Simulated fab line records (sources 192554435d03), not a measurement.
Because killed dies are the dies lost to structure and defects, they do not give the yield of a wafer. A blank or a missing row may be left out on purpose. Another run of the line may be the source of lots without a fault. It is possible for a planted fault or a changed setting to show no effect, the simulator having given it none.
fab line records	flow n5-finfet
record lots=24	wafers=72	last-day=18
route steps=1938 shown BEOL_M3@977
lots that met no fault: from a run of the same line without faults
start-h: start of the lot's first displayed wafer, in hours after the record's first day	wait-h: hours since the lot's step before	" identical to the entry in the row above	L1.1+2: one row covering several wafers at once	- no value present, or no start provided	* or withheld: withheld	< > ~ a bound
route shown NAME@n: a module of which the file shows steps, and the number in the route of the first	usual: mean/standard deviation taken from wafers without a fault	same: alike in all rows	chamber/n: place in a boat	sites: per-site readings	_std_site: the standard deviation of these	_edge_site: the outer-site mean with the inner-site mean subtracted	radius-mm: how far each site lies from the wafer's centre	mask NAME#n: copy n	behind: the tool/chamber that last shaped the wafer	hold: what put the lot on hold/how long, in hours/how the hold closed	device: whichever transistor did not switch (one of n, p or np)	end of line: tests of these same wafers at the route's end	step lacking rows: just its recipe	killed: at the first sort, the dies lost to defects and structure; wafer yield is something else	map: a wafer's dies, marking killed ones x, the rest . and places with no die _
set.NAME: the setting as run; set.NAME@STEP: as run at that earlier step	model.NAME: the simulator's own value behind a step, which no gauge read
route steps across a sampled set of lots; one table per step, one row per wafer
services: a tool's chamber out of use, with start hour (start-h, from the record's first day; less than 0 if before it), hours out, and reason
## steps
# step N5_BEOL_M3_VIA_ETCH_34
# recipe chemistry=C4F6/O2	target-depth-a=694	mask-material=SOC	pressure-mtorr=15	ion-energy-ev=250	taper-deg=4	time-s=65.9	source-w=350	bias-w=170	Ar_flow_sccm=300	C4F6_flow_sccm=10	O2_flow_sccm=10
# usual O2_flow_sccm=9.999/0.025	drypump-motor-current-A=5.8/0.49	oes-product-au=0.78/0.082	rf-vpp-V=667/14	showerhead-plenum-p-Torr=2.89/0.077	throttle-valve-pct=30.7/0.43
lot.wafer	tool	chamber	start-h	wait-h	O2_flow_sccm	drypump-motor-current-A	oes-product-au	rf-hours-counter-h	rf-vpp-V	showerhead-plenum-p-Torr	throttle-valve-pct
L074.1	rie-diel-04	0	147.42	0.0	9.983	5.6	0.73	171	672	2.85	31.4
L074.3	"	1	"	"	9.990	6.3	0.74	178	682	2.94	30.3
L074.6	"	0	"	"	9.961	5.6	0.74	-	670	2.85	31.4
L075.1	rie-diel-02	1	160.33	0.0	9.971	5.4	0.86	56	661	2.87	30.3
L075.4	"	0	"	"	10.026	5.1	0.71	193	671	2.82	31.3
L075.5	"	2	"	"	9.988	6.6	0.92	-	682	2.90	30.2
L076.2	rie-diel-02	0	179.49	0.0	9.986	5.1	0.70	198	670	2.82	31.3
L076.3	"	1	"	"	9.991	5.4	0.85	62	659	2.87	30.3
L076.6	"	2	"	"	10.002	6.6	0.91	-	681	2.90	30.3
L077.1	rie-diel-04	0	182.81	0.0	9.975	5.6	0.72	182	670	2.84	31.4
L077.2	"	1	"	"	10.029	6.3	0.74	190	681	2.94	30.3
L077.4	"	1	"	"	9.969	6.3	0.74	-	682	2.94	30.3
L078.1	rie-diel-04	1	183.66	0.0	9.986	6.3	0.74	190	682	2.93	30.3
L078.2	"	2	"	"	10.008	5.7	0.73	154	684	2.96	31.1
L078.6	"	1	"	"	10.034	6.3	0.73	-	682	2.93	30.3
L080.2	rie-diel-02	1	183.66	0.0	9.997	5.4	0.85	64	661	2.87	30.3
L080.3	"	2	"	"	9.976	6.6	0.91	24	680	2.90	30.2
L080.4	"	0	"	"	9.981	5.1	0.69	200	671	2.82	31.3
L079.1	rie-diel-03	3	188.06	0.0	9.995	5.7	0.88	37	646	3.02	30.8
L079.3	"	0	"	"	10.024	5.9	0.75	165	663	2.85	30.8
L079.5	"	3	"	"	9.993	5.7	0.89	-	645	3.02	30.8
L081.1	rie-diel-04	1	191.28	0.0	10.000	6.3	0.73	194	682	2.93	30.3
L081.3	"	0	"	"	9.953	5.6	0.71	186	672	2.84	31.4
L081.6	"	0	"	"	9.982	5.6	0.71	-	671	2.84	31.4
L082.2	rie-diel-04	2	195.30	0.0	10.024	5.7	0.73	158	685	2.96	31.1
L082.3	"	0	"	"	10.004	5.6	0.72	187	671	2.84	31.4
L082.6	"	0	"	"	10.014	5.6	0.72	-	672	2.84	31.4
L083.3	rie-diel-02	2	195.38	0.0	10.001	6.7	0.90	27	680	2.90	30.3
L083.4	"	3	"	"	10.060	6.6	0.90	33	673	3.01	30.6
L083.5	"	0	"	"	9.962	5.1	0.69	-	671	2.82	31.3
L084.1	rie-diel-03	1	212.33	0.0	9.997	6.0	0.73	179	638	2.71	30.8
L084.2	"	0	"	"	9.977	5.9	0.74	172	661	2.84	30.8
L084.5	"	2	"	"	10.013	5.0	0.77	-	655	2.85	30.8
L085.2	rie-diel-04	1	217.66	0.0	10.016	6.3	0.73	202	681	2.93	30.3
L085.5	"	0	"	"	10.017	5.6	0.71	-	671	2.84	31.4
L085.6	"	1	"	"	10.011	6.3	0.73	-	683	2.93	30.3
L086.1	rie-diel-02	2	233.42	0.0	10.010	6.6	0.88	38	679	2.89	30.3
L086.2	"	1	"	"	10.022	5.4	0.83	80	660	2.86	30.3
L086.5	"	2	"	"	10.013	6.6	0.87	-	682	2.89	30.3
L087.2	rie-diel-04	3	233.54	0.0	10.001	5.7	0.99	10	661	2.88	29.9
L087.4	"	0	"	"	10.021	5.6	0.72	199	671	2.83	31.4
L087.6	"	0	"	"	10.039	5.6	0.71	-	671	2.83	31.4
L088.1	rie-diel-03	1	236.33	0.0	10.013	6.0	0.73	186	637	2.71	30.8
L088.5	"	1	"	"	10.008	6.0	0.73	-	636	2.71	30.8
L088.6	"	2	"	"	10.017	5.0	0.78	-	654	2.85	30.9
L089.2	rie-diel-02	0	242.27	0.0	9.993	5.1	0.69	219	672	2.81	31.3
L089.4	"	2	"	"	10.018	6.6	0.87	41	680	2.89	30.3
L089.6	"	3	"	"	10.020	6.6	0.88	-	675	3.01	30.6
L091.4	rie-diel-03	3	248.74	0.0	10.026	5.6	0.86	55	645	3.01	30.8
L091.5	"	3	"	"	10.025	5.6	0.85	-	645	3.01	30.8
L091.6	"	2	"	"	9.972	5.0	0.77	-	654	2.85	30.9
L090.1	rie-diel-04	0	250.24	0.0	9.944	5.6	0.71	204	671	2.83	31.4
L090.2	"	2	"	"	10.033	5.7	0.71	174	682	2.95	31.1
L090.6	"	2	"	"	10.012	5.8	0.72	-	683	2.95	31.1
L092.1	rie-diel-04	0	256.86	0.0	10.012	5.6	0.70	206	671	2.83	31.4
L092.2	"	2	"	"	10.018	5.7	0.72	177	683	2.95	31.1
L092.4	"	1	"	"	10.000	6.3	0.72	214	680	2.92	30.3
L093.1	rie-diel-03	1	275.17	0.0	9.977	6.0	0.73	197	638	2.70	30.8
L093.3	"	2	"	"	9.981	5.0	0.77	130	656	2.84	30.9
L093.4	"	0	"	"	9.973	5.9	0.73	189	662	2.84	30.8
L095.2	rie-diel-03	0	279.78	0.0	9.982	5.9	0.72	190	662	2.84	30.8
L095.4	"	1	"	"	10.000	6.0	0.72	198	637	2.70	30.8
L095.5	"	2	"	"	9.985	5.0	0.76	-	655	2.84	30.9
L094.1	rie-diel-02	0	288.52	0.0	10.003	5.1	0.68	234	672	2.81	31.4
L094.3	"	3	"	"	10.000	6.6	0.86	62	674	3.00	30.6
L094.6	"	0	"	"	10.007	5.1	0.67	-	672	2.81	31.3
L096.1	rie-diel-03	0	291.40	0.0	9.998	5.9	0.72	194	660	2.83	30.8
L096.4	"	3	"	"	10.008	5.6	0.84	67	645	3.00	30.8
L096.5	"	2	"	"	10.003	5.0	0.75	-	654	2.84	30.9
L097.1	rie-diel-04	1	293.74	0.0	9.987	6.3	0.71	224	681	2.92	30.3
L097.4	"	3	"	"	9.991	5.7	0.94	29	660	2.87	29.9
L097.6	"	1	"	"	10.002	6.3	0.71	-	682	2.92	30.3
# step N5_BEOL_M3_ETCH_41
# recipe chemistry=CH3F/O2	target=SiCN	target-depth-a=299	taper-deg=2	time-s=52.5	ion-energy-ev=120	mask-material=TiN	pressure-mtorr=30	source-w=395	bias-w=75	Ar_flow_sccm=150	CH3F_flow_sccm=30	O2_flow_sccm=20
# usual O2_flow_sccm=20.00/0.056	drypump-motor-current-A=5.8/0.49	oes-product-au=0.78/0.081	rf-vpp-V=298.1/1.4	showerhead-plenum-p-Torr=2.04/0.057	throttle-valve-pct=16.3/0.35
lot.wafer	tool	chamber	start-h	wait-h	O2_flow_sccm	drypump-motor-current-A	oes-product-au	rf-hours-counter-h	rf-vpp-V	showerhead-plenum-p-Torr	throttle-valve-pct
L074.1	rie-diel-04	0	-	-	20.05	5.6	0.74	171	297.1	2.00	16.7
L074.3	"	1	"	"	19.91	6.3	0.74	178	298.6	2.07	16.0
L074.6	"	0	"	"	20.02	5.6	0.72	-	298.2	2.00	16.7
L075.1	rie-diel-02	1	-	-	20.01	5.4	0.86	56	297.5	2.02	15.9
L075.4	"	0	"	"	19.98	5.1	0.71	193	297.9	1.98	16.7
L075.5	"	2	"	"	19.98	6.6	0.92	-	299.4	2.04	15.7
L076.2	rie-diel-02	0	-	-	20.01	5.2	0.70	198	296.9	1.98	16.7
L076.3	"	1	"	"	20.02	5.4	0.84	62	297.5	2.02	15.9
L076.6	"	2	"	"	19.96	6.6	0.91	-	297.4	2.04	15.8
L077.1	rie-diel-04	0	-	-	19.96	5.6	0.72	182	296.7	2.00	16.7
L077.2	"	1	"	"	19.95	6.3	0.74	190	297.9	2.07	16.1
L077.4	"	1	"	"	20.08	6.3	0.73	-	298.9	2.07	16.0
L078.1	rie-diel-04	1	-	-	20.07	6.3	0.73	190	296.1	2.07	16.1
L078.2	"	2	"	"	19.82	5.7	0.74	154	299.4	2.09	16.7
L078.6	"	1	"	"	20.03	6.3	0.73	-	300.1	2.07	16.1
L080.2	rie-diel-02	1	-	-	19.99	5.4	0.84	64	297.6	2.02	15.9
L080.3	"	2	"	"	19.94	6.6	0.90	24	298.1	2.04	15.7
L080.4	"	0	"	"	20.04	5.1	0.70	200	295.6	1.98	16.7
L079.1	rie-diel-03	3	-	-	19.97	5.6	0.87	37	298.9	2.13	16.1
L079.3	"	0	"	"	19.99	6.0	0.75	165	298.5	2.00	16.4
L079.5	"	3	"	"	20.00	5.6	0.88	-	299.1	2.13	16.0
L081.1	rie-diel-04	1	-	-	20.06	6.3	0.74	194	299.5	2.07	16.1
L081.3	"	0	"	"	19.97	5.6	0.72	186	298.0	2.00	16.7
L081.6	"	0	"	"	19.96	5.6	0.72	-	296.2	2.00	16.7
L082.2	rie-diel-04	2	-	-	19.97	5.7	0.73	158	299.8	2.09	16.7
L082.3	"	0	"	"	19.94	5.6	0.72	187	297.5	2.00	16.7
L082.6	"	0	"	"	19.93	5.6	0.71	-	297.4	2.00	16.7
L083.3	rie-diel-02	2	-	-	19.97	6.6	0.90	27	297.2	2.04	15.8
L083.4	"	3	"	"	20.01	6.6	0.91	33	300.7	2.13	16.2
L083.5	"	0	"	"	19.97	5.2	0.70	-	296.4	1.98	16.7
L084.1	rie-diel-03	1	-	-	19.96	6.0	0.73	180	295.5	1.90	16.5
L084.2	"	0	"	"	20.12	5.9	0.74	172	296.9	2.00	16.4
L084.5	"	2	"	"	20.07	5.1	0.78	-	299.0	2.01	16.5
L085.2	rie-diel-04	1	-	-	20.00	6.3	0.73	203	298.9	2.06	16.1
L085.5	"	0	"	"	19.94	5.6	0.71	-	296.6	2.00	16.8
L085.6	"	1	"	"	19.97	6.3	0.73	-	299.1	2.06	16.1
L086.1	rie-diel-02	2	-	-	20.05	6.6	0.87	38	298.2	2.04	15.8
L086.2	"	1	"	"	20.00	5.4	0.83	80	297.4	2.02	16.0
L086.5	"	2	"	"	20.03	6.6	0.88	-	298.5	2.03	15.8
L087.2	rie-diel-04	3	-	-	20.11	5.8	0.99	10	298.3	2.03	15.7
L087.4	"	0	"	"	19.95	5.6	0.70	199	298.4	1.99	16.8
L087.6	"	0	"	"	20.01	5.6	0.71	-	295.8	1.99	16.7
L088.1	rie-diel-03	1	-	-	20.00	6.0	0.73	186	295.3	1.90	16.5
L088.5	"	1	"	"	19.99	6.0	0.73	-	295.2	1.90	16.5
L088.6	"	2	"	"	19.90	5.0	0.78	-	296.5	2.01	16.5
L089.2	rie-diel-02	0	-	-	20.06	5.1	0.69	219	298.1	1.98	16.7
L089.4	"	2	"	"	20.05	6.6	0.87	42	296.8	2.03	15.8
L089.6	"	3	"	"	19.84	6.6	0.88	-	299.4	2.12	16.2
L091.4	rie-diel-03	3	-	-	19.96	5.6	0.84	55	298.8	2.12	16.1
L091.5	"	3	"	"	19.98	5.6	0.85	-	299.1	2.12	16.1
L091.6	"	2	"	"	20.05	5.0	0.77	-	297.4	2.01	16.5
L090.1	rie-diel-04	0	-	-	19.96	5.6	0.71	204	296.5	1.99	16.8
L090.2	"	2	"	"	19.94	5.7	0.72	174	299.4	2.08	16.7
L090.6	"	2	"	"	20.08	5.8	0.72	-	297.6	2.08	16.7
L092.1	rie-diel-04	0	-	-	20.04	5.6	0.70	206	297.4	1.99	16.8
L092.2	"	2	"	"	19.93	5.7	0.71	177	299.8	2.08	16.7
L092.4	"	1	"	"	20.05	6.3	0.72	214	299.0	2.06	16.1
L093.1	rie-diel-03	1	-	-	20.02	6.0	0.72	197	296.0	1.90	16.5
L093.3	"	2	"	"	19.99	5.0	0.77	130	296.3	2.01	16.5
L093.4	"	0	"	"	20.02	5.9	0.73	189	297.4	1.99	16.4
L095.2	rie-diel-03	0	-	-	20.01	5.9	0.73	190	298.3	1.99	16.4
L095.4	"	1	"	"	20.11	6.0	0.72	198	295.1	1.90	16.5
L095.5	"	2	"	"	19.99	5.0	0.76	-	297.7	2.01	16.5
L094.1	rie-diel-02	0	-	-	20.03	5.1	0.67	234	297.0	1.97	16.7
L094.3	"	3	"	"	19.94	6.6	0.86	62	300.2	2.12	16.2
L094.6	"	0	"	"	19.97	5.1	0.68	-	298.3	1.97	16.8
L096.1	rie-diel-03	0	-	-	20.01	5.9	0.73	194	296.8	1.99	16.4
L096.4	"	3	"	"	19.96	5.6	0.84	67	298.5	2.12	16.1
L096.5	"	2	"	"	20.02	5.0	0.76	-	297.3	2.00	16.5
L097.1	rie-diel-04	1	-	-	19.98	6.3	0.71	224	298.5	2.06	16.1
L097.4	"	3	"	"	20.04	5.7	0.94	29	299.4	2.02	15.7
L097.6	"	1	"	"	19.91	6.3	0.71	-	299.7	2.06	16.1
# step N5_BEOL_M3_STRIP_97
# recipe chemistry=N2/H2	time-s=10	power-w=450	temp-c=40	pressure-mtorr=20	rf-frequency-hz=6e+07	bias-power-w=7	n2-flow-sccm=200	h2-flow-sccm=200
# usual drypump-motor-current-A=5.8/0.49	oes-product-au=0.79/0.08	rf-vpp-V=59.1/0.78	showerhead-plenum-p-Torr=2.58/0.077	throttle-valve-pct=23.56/0.24
lot.wafer	tool	chamber	start-h	wait-h	drypump-motor-current-A	oes-product-au	rf-hours-counter-h	rf-vpp-V	showerhead-plenum-p-Torr	throttle-valve-pct
L074.1	rie-diel-04	0	-	-	5.6	0.73	171	57.8	2.51	23.76
L074.3	"	1	"	"	6.3	0.75	178	59.3	2.64	23.21
L074.6	"	0	"	"	5.6	0.73	-	58.4	2.51	23.75
L075.1	rie-diel-02	1	-	-	5.4	0.87	56	58.3	2.58	23.30
L075.4	"	0	"	"	5.1	0.71	193	59.1	2.51	24.06
L075.5	"	2	"	"	6.6	0.93	-	60.4	2.61	23.54
L076.2	rie-diel-02	0	-	-	5.1	0.71	198	58.3	2.51	24.05
L076.3	"	1	"	"	5.4	0.84	62	59.7	2.58	23.30
L076.6	"	2	"	"	6.6	0.91	-	58.8	2.61	23.55
L077.1	rie-diel-04	0	-	-	5.6	0.73	182	59.2	2.50	23.74
L077.2	"	1	"	"	6.3	0.74	190	59.9	2.63	23.21
L077.4	"	1	"	"	6.3	0.73	-	58.7	2.63	23.23
L078.1	rie-diel-04	1	-	-	6.3	0.74	190	58.6	2.63	23.23
L078.2	"	2	"	"	5.7	0.73	154	59.7	2.63	23.74
L078.6	"	1	"	"	6.3	0.73	-	59.2	2.63	23.23
L080.2	rie-diel-02	1	-	-	5.4	0.86	64	58.6	2.58	23.30
L080.3	"	2	"	"	6.6	0.91	24	60.1	2.61	23.57
L080.4	"	0	"	"	5.1	0.70	200	59.9	2.51	24.04
L079.1	rie-diel-03	3	-	-	5.7	0.88	37	59.0	2.69	23.48
L079.3	"	0	"	"	5.9	0.75	165	58.8	2.54	23.70
L079.5	"	3	"	"	5.7	0.88	-	59.2	2.69	23.46
L081.1	rie-diel-04	1	-	-	6.3	0.74	194	58.9	2.63	23.23
L081.3	"	0	"	"	5.6	0.73	186	60.1	2.50	23.75
L081.6	"	0	"	"	5.6	0.72	-	59.2	2.50	23.77
L082.2	rie-diel-04	2	-	-	5.7	0.72	158	59.9	2.62	23.74
L082.3	"	0	"	"	5.6	0.71	187	59.0	2.50	23.76
L082.6	"	0	"	"	5.6	0.72	-	58.4	2.50	23.75
L083.3	rie-diel-02	2	-	-	6.6	0.90	27	58.7	2.60	23.57
L083.4	"	3	"	"	6.5	0.91	33	59.6	2.71	23.49
L083.5	"	0	"	"	5.1	0.70	-	58.7	2.51	24.05
L084.1	rie-diel-03	1	-	-	6.0	0.73	180	59.3	2.41	23.65
L084.2	"	0	"	"	5.9	0.75	172	58.2	2.53	23.71
L084.5	"	2	"	"	5.1	0.79	-	59.2	2.54	23.54
L085.2	rie-diel-04	1	-	-	6.3	0.72	203	59.7	2.63	23.25
L085.5	"	0	"	"	5.6	0.71	-	59.9	2.50	23.77
L085.6	"	1	"	"	6.3	0.72	-	60.7	2.63	23.25
L086.1	rie-diel-02	2	-	-	6.7	0.88	38	58.3	2.60	23.58
L086.2	"	1	"	"	5.4	0.82	80	58.4	2.57	23.30
L086.5	"	2	"	"	6.6	0.88	-	59.5	2.60	23.56
L087.2	rie-diel-04	3	-	-	5.8	0.98	10	58.4	2.62	23.15
L087.4	"	0	"	"	5.6	0.70	199	57.9	2.50	23.78
L087.6	"	0	"	"	5.6	0.71	-	59.0	2.50	23.78
L088.1	rie-diel-03	1	-	-	6.0	0.73	186	58.7	2.41	23.65
L088.5	"	3	"	"	5.7	0.85	-	60.2	2.69	23.48
L088.6	"	2	"	"	5.0	0.79	-	58.9	2.54	23.55
L089.2	rie-diel-02	0	-	-	5.1	0.69	219	57.3	2.50	24.08
L089.4	"	2	"	"	6.6	0.87	42	59.1	2.60	23.58
L089.6	"	3	"	"	6.6	0.88	-	60.1	2.70	23.51
L091.4	rie-diel-03	3	-	-	5.7	0.85	55	61.0	2.69	23.47
L091.5	"	3	"	"	5.7	0.84	-	59.2	2.69	23.48
L091.6	"	2	"	"	5.0	0.79	-	57.4	2.53	23.54
L090.1	rie-diel-04	0	-	-	5.6	0.70	204	59.1	2.49	23.78
L090.2	"	2	"	"	5.7	0.71	174	59.4	2.62	23.75
L090.6	"	2	"	"	5.7	0.70	-	59.4	2.62	23.77
L092.1	rie-diel-04	0	-	-	5.6	0.71	206	59.3	2.49	23.79
L092.2	"	2	"	"	5.7	0.71	177	57.7	2.62	23.77
L092.4	"	1	"	"	6.3	0.72	214	60.0	2.62	23.25
L093.1	rie-diel-03	1	-	-	6.0	0.73	197	58.1	2.40	23.66
L093.3	"	2	"	"	5.0	0.78	130	59.0	2.53	23.57
L093.4	"	0	"	"	5.9	0.74	189	59.0	2.53	23.74
L095.2	rie-diel-03	0	-	-	5.9	0.74	190	59.7	2.53	23.73
L095.4	"	1	"	"	6.0	0.73	198	58.5	2.40	23.68
L095.5	"	2	"	"	5.0	0.77	-	59.0	2.53	23.55
L094.1	rie-diel-02	0	-	-	5.1	0.68	234	59.6	2.50	24.13
L094.3	"	3	"	"	6.6	0.87	62	59.5	2.69	23.52
L094.6	"	0	"	"	5.1	0.69	-	59.2	2.50	24.11
L096.1	rie-diel-03	0	-	-	5.9	0.74	194	59.2	2.52	23.74
L096.4	"	3	"	"	5.6	0.83	67	60.6	2.68	23.50
L096.5	"	2	"	"	5.0	0.78	-	58.1	2.53	23.57
L097.1	rie-diel-04	1	-	-	6.3	0.71	224	59.5	2.62	23.27
L097.4	"	3	"	"	5.7	0.92	29	58.9	2.61	23.17
L097.6	"	1	"	"	6.3	0.72	-	60.1	2.62	23.27
# step N5_BEOL_M3_OCD_MEAS_38
# usual trench-depth-nm=55.3/1
lot.wafer	tool	chamber	start-h	wait-h	trench-depth-nm
L074.1	ocd-01	-	147.68	-	54.7
L074.3	"	-	"	"	55.2
L074.6	"	-	"	"	55.0
L075.1	ocd-01	-	160.58	-	57.0
L075.4	"	-	"	"	56.1
L075.5	"	-	"	"	57.9
L076.2	ocd-01	-	179.76	-	55.6
L076.3	"	-	"	"	56.8
L076.6	"	-	"	"	56.5
L077.1	ocd-02	-	183.07	-	54.9
L077.2	"	-	"	"	55.0
L077.4	"	-	"	"	55.5
L078.1	ocd-01	-	183.91	-	54.7
L078.2	"	-	"	"	56.4
L078.6	"	-	"	"	55.5
L080.2	ocd-02	-	183.91	-	56.3
L080.3	"	-	"	"	55.6
L080.4	"	-	"	"	54.9
L079.1	ocd-01	-	188.32	-	55.3
L079.3	"	-	"	"	54.2
L079.5	"	-	"	"	54.7
L081.1	ocd-02	-	191.53	-	54.4
L081.3	"	-	"	"	53.5
L081.6	"	-	"	"	54.1
L082.2	ocd-01	-	195.55	-	55.4
L082.3	"	-	"	"	54.5
L082.6	"	-	"	"	54.1
L083.3	ocd-01	-	195.63	-	55.8
L083.4	"	-	"	"	55.9
L083.5	"	-	"	"	54.3
L084.1	ocd-02	-	212.58	-	54.4
L084.2	"	-	"	"	54.5
L084.5	"	-	"	"	53.5
L085.2	ocd-02	-	217.91	-	55.0
L085.5	"	-	"	"	54.2
L085.6	"	-	"	"	54.7
L086.1	ocd-01	-	233.68	-	56.5
L086.2	"	-	"	"	56.5
L086.5	"	-	"	"	56.5
L087.2	ocd-02	-	233.80	-	57.5
L087.4	"	-	"	"	54.6
L087.6	"	-	"	"	54.5
L088.1	ocd-01	-	236.59	-	54.1
L088.5	"	-	"	"	54.2
L088.6	"	-	"	"	54.4
L089.2	ocd-01	-	242.52	-	55.0
L089.4	"	-	"	"	56.1
L089.6	"	-	"	"	55.5
L091.4	ocd-01	-	249.00	-	55.3
L091.5	"	-	"	"	54.8
L091.6	"	-	"	"	54.4
L090.1	ocd-02	-	250.50	-	54.4
L090.2	"	-	"	"	55.3
L090.6	"	-	"	"	54.7
L092.1	ocd-01	-	257.11	-	54.8
L092.2	"	-	"	"	55.7
L092.4	"	-	"	"	55.9
L093.1	ocd-02	-	275.42	-	54.7
L093.3	"	-	"	"	54.8
L093.4	"	-	"	"	55.2
L095.2	ocd-01	-	280.04	-	54.8
L095.4	"	-	"	"	53.8
L095.5	"	-	"	"	53.9
L094.1	ocd-01	-	288.78	-	54.6
L094.3	"	-	"	"	55.6
L094.6	"	-	"	"	55.4
L096.1	ocd-02	-	291.65	-	54.5
L096.4	"	-	"	"	55.4
L096.5	"	-	"	"	53.6
L097.1	ocd-02	-	293.99	-	55.0
L097.4	"	-	"	"	57.7
L097.6	"	-	"	"	54.6
# step N5_BEOL_M3_PRE_CLEAN_45
# recipe gas=H2/He	time-s=30	temp-c=250
# usual heater-power-w=320/40
lot.wafer	tool	chamber	start-h	wait-h	heater-power-w
L074.1	pvd-sputter-02	-	148.12	0.0	397
L074.3	"	-	"	"	332
L074.6	"	-	"	"	266
L075.1	pvd-sputter-02	-	161.01	0.0	317
L075.4	"	-	"	"	318
L075.5	"	-	"	"	259
L076.2	pvd-sputter-03	-	180.36	0.0	302
L076.3	"	-	"	"	339
L076.6	"	-	"	"	304
L077.1	pvd-sputter-02	-	183.76	0.0	312
L077.2	"	-	"	"	340
L077.4	"	-	"	"	256
L080.2	pvd-sputter-02	-	184.62	0.0	313
L080.3	"	-	"	"	332
L080.4	"	-	"	"	398
L078.1	pvd-sputter-02	-	184.70	0.0	317
L078.2	"	-	"	"	388
L078.6	"	-	"	"	327
L079.1	pvd-sputter-02	-	188.74	0.0	340
L079.3	"	-	"	"	394
L079.5	"	-	"	"	402
L081.1	pvd-sputter-01	-	192.64	0.0	306
L081.3	"	-	"	"	300
L081.6	"	-	"	"	306
L082.2	pvd-sputter-01	-	196.24	0.0	296
L082.3	"	-	"	"	336
L082.6	"	-	"	"	331
L083.3	pvd-sputter-01	-	196.32	0.0	328
L083.4	"	-	"	"	334
L083.5	"	-	"	"	304
L084.1	pvd-sputter-02	-	213.34	0.0	255
L084.2	"	-	"	"	317
L084.5	"	-	"	"	261
L085.2	pvd-sputter-02	-	218.42	0.0	397
L085.5	"	-	"	"	267
L085.6	"	-	"	"	406
L086.1	pvd-sputter-03	-	234.00	0.0	288
L086.2	"	-	"	"	330
L086.5	"	-	"	"	336
L087.2	pvd-sputter-03	-	234.34	0.0	299
L087.4	"	-	"	"	340
L087.6	"	-	"	"	312
L088.1	pvd-sputter-02	-	237.25	0.0	317
L088.5	"	-	"	"	247
L088.6	"	-	"	"	324
L089.2	pvd-sputter-01	-	243.11	0.0	334
L089.4	"	-	"	"	307
L089.6	"	-	"	"	335
L091.4	pvd-sputter-02	-	249.53	0.0	256
L091.5	"	-	"	"	398
L091.6	"	-	"	"	315
L090.1	pvd-sputter-03	-	250.86	0.0	335
L090.2	"	-	"	"	292
L090.6	"	-	"	"	301
L092.1	pvd-sputter-01	-	257.47	0.0	337
L092.2	"	-	"	"	305
L092.4	"	-	"	"	302
L093.1	pvd-sputter-02	-	275.70	0.0	332
L093.3	"	-	"	"	262
L093.4	"	-	"	"	410
L095.2	pvd-sputter-01	-	280.31	0.0	301
L095.4	"	-	"	"	311
L095.5	"	-	"	"	343
L094.1	pvd-sputter-02	-	291.05	0.0	338
L094.3	"	-	"	"	403
L094.6	"	-	"	"	325
L096.1	pvd-sputter-02	-	291.88	0.0	256
L096.4	"	-	"	"	314
L096.5	"	-	"	"	261
L097.1	pvd-sputter-02	-	294.52	0.0	403
L097.4	"	-	"	"	269
L097.6	"	-	"	"	256
# step N5_BEOL_M3_ANNEAL_49
# recipe temp-c=400	time-s=240	ambient=vacuum
# usual heater-power-w=791/80
lot.wafer	tool	chamber	start-h	wait-h	heater-power-w
L074.1	pvd-sputter-02	-	148.84	0.0	977
L074.3	"	-	"	"	795
L074.6	"	-	"	"	1005
L075.1	pvd-sputter-01	-	161.68	0.0	749
L075.4	"	-	"	"	842
L075.5	"	-	"	"	825
L076.2	pvd-sputter-02	-	181.18	0.0	774
L076.3	"	-	"	"	1000
L076.6	"	-	"	"	629
L077.1	pvd-sputter-01	-	184.53	0.0	738
L077.2	"	-	"	"	825
L077.4	"	-	"	"	814
L080.2	pvd-sputter-02	-	185.44	0.0	996
L080.3	"	-	"	"	817
L080.4	"	-	"	"	769
L078.1	pvd-sputter-01	-	186.37	0.0	756
L078.2	"	-	"	"	804
L078.6	"	-	"	"	741
L079.1	pvd-sputter-03	-	191.37	0.0	859
L079.3	"	-	"	"	813
L079.5	"	-	"	"	793
L081.1	pvd-sputter-03	-	193.41	0.0	749
L081.3	"	-	"	"	831
L081.6	"	-	"	"	830
L083.3	pvd-sputter-01	-	197.09	0.0	796
L083.4	"	-	"	"	737
L083.5	"	-	"	"	807
L082.2	pvd-sputter-03	-	197.24	0.0	745
L082.3	"	-	"	"	827
L082.6	"	-	"	"	839
L084.1	pvd-sputter-02	-	214.26	0.0	760
L084.2	"	-	"	"	642
L084.5	"	-	"	"	650
L085.2	pvd-sputter-02	-	220.07	0.0	654
L085.5	"	-	"	"	636
L085.6	"	-	"	"	973
L086.1	pvd-sputter-02	-	235.17	0.0	758
L086.2	"	-	"	"	988
L086.5	"	-	"	"	640
L087.2	pvd-sputter-01	-	236.32	0.0	848
L087.4	"	-	"	"	755
L087.6	"	-	"	"	843
L088.1	pvd-sputter-03	-	237.94	0.0	759
L088.5	"	-	"	"	813
L088.6	"	-	"	"	768
L089.2	pvd-sputter-03	-	243.83	0.0	797
L089.4	"	-	"	"	764
L089.6	"	-	"	"	840
L091.4	pvd-sputter-02	-	250.29	0.0	638
L091.5	"	-	"	"	651
L091.6	"	-	"	"	802
L090.1	pvd-sputter-03	-	251.76	0.0	732
L090.2	"	-	"	"	742
L090.6	"	-	"	"	762
L092.1	pvd-sputter-02	-	260.00	0.0	968
L092.2	"	-	"	"	828
L092.4	"	-	"	"	642
L093.1	pvd-sputter-03	-	276.51	0.0	822
L093.3	"	-	"	"	780
L093.4	"	-	"	"	746
L095.2	pvd-sputter-01	-	281.01	0.0	788
L095.4	"	-	"	"	759
L095.5	"	-	"	"	747
L094.1	pvd-sputter-03	-	291.73	0.0	764
L094.3	"	-	"	"	815
L094.6	"	-	"	"	770
L096.1	pvd-sputter-01	-	292.58	0.0	759
L096.4	"	-	"	"	771
L096.5	"	-	"	"	827
L097.1	pvd-sputter-03	-	295.29	0.0	827
L097.4	"	-	"	"	760
L097.6	"	-	"	"	841
## services
tool	chamber	start-h	hours	kind
pvd-sputter-03	-	134.43	3.8	repair
pvd-sputter-02	-	138.49	1.9	repair
pvd-sputter-03	-	149.97	2.2	repair
rie-diel-03	-	163.99	0.5	repair
rie-diel-03	2	175.88	5.3	repair
rie-diel-04	3	179.20	-	clean
rie-diel-04	3	179.20	-	consumable-replace:focus-ring
rie-diel-04	3	179.20	17.8	scheduled-down
rie-diel-04	3	179.20	17.8	vent-cycle
rie-diel-02	3	190.09	4.6	repair
rie-diel-03	0	236.50	2.5	repair
rie-diel-04	1	264.02	3.2	repair
rie-diel-02	1	266.25	1.6	repair
## key
fault none
